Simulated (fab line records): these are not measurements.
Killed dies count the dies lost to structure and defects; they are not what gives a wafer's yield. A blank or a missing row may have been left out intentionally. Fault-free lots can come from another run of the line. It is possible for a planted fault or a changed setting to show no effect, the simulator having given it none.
Matching of chambers / flow n5 finfet / cvd co-02 running N5_BEOL_M1_CO_CAP_55: 3 sister chambers
The step material Co, precursor CCTBA/H2, target thk 2 nm, time 102.1 s. 6 wafers are shown with their chamber, then 6 later ones without.

## WAFERS WITH THEIR CHAMBER
wafer=L996.5; chamber=1; heater power w (W)=223
wafer=L997.2; chamber=0; heater power w (W)=231
wafer=L997.3; chamber=2; heater power w (W)=196
wafer=L997.5; chamber=0; heater power w (W)=239
wafer=L999.1; chamber=1; heater power w (W)=227
wafer=L999.2; chamber=2; heater power w (W)=201

## WAFERS MISSING THEIR CHAMBER
wafer=L999.3; heater power w (W)=230
wafer=L101.2; heater power w (W)=235
wafer=L101.3; heater power w (W)=197
wafer=L101.4; heater power w (W)=224
wafer=L103.2; heater power w (W)=205
wafer=L103.6; heater power w (W)=208

## CHAMBER TAKEN BY EACH
wafer=L999.3; from the rows above=can't be placed: 0 or 1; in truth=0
wafer=L101.2; from the rows above=0; in truth=0
wafer=L101.3; from the rows above=2; in truth=2
wafer=L101.4; from the rows above=1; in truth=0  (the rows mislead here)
wafer=L103.2; from the rows above=2; in truth=2
wafer=L103.6; from the rows above=can't be placed: 2 or 1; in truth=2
Placed correctly: 3 of 6. From these rows, 2 cannot be placed; in 2 the true chamber is one of the candidates. Wrongly placed: 1.
How it was worked out, from the rows above alone: a wafer's distance from a chamber is the root of the sum, over the readings, of the square of ((its reading less the chamber's mean) divided by the reading's scatter). If the next closest chamber is less than 2 further off than the closest, the wafer can't be placed; otherwise it belongs to the closest. A chamber's mean is the mean of its shown wafers. How the scatter is found: for the shown wafers, subtract from each reading the mean of its chamber, square and add these, divide the total by (wafers less chambers), then take the root.
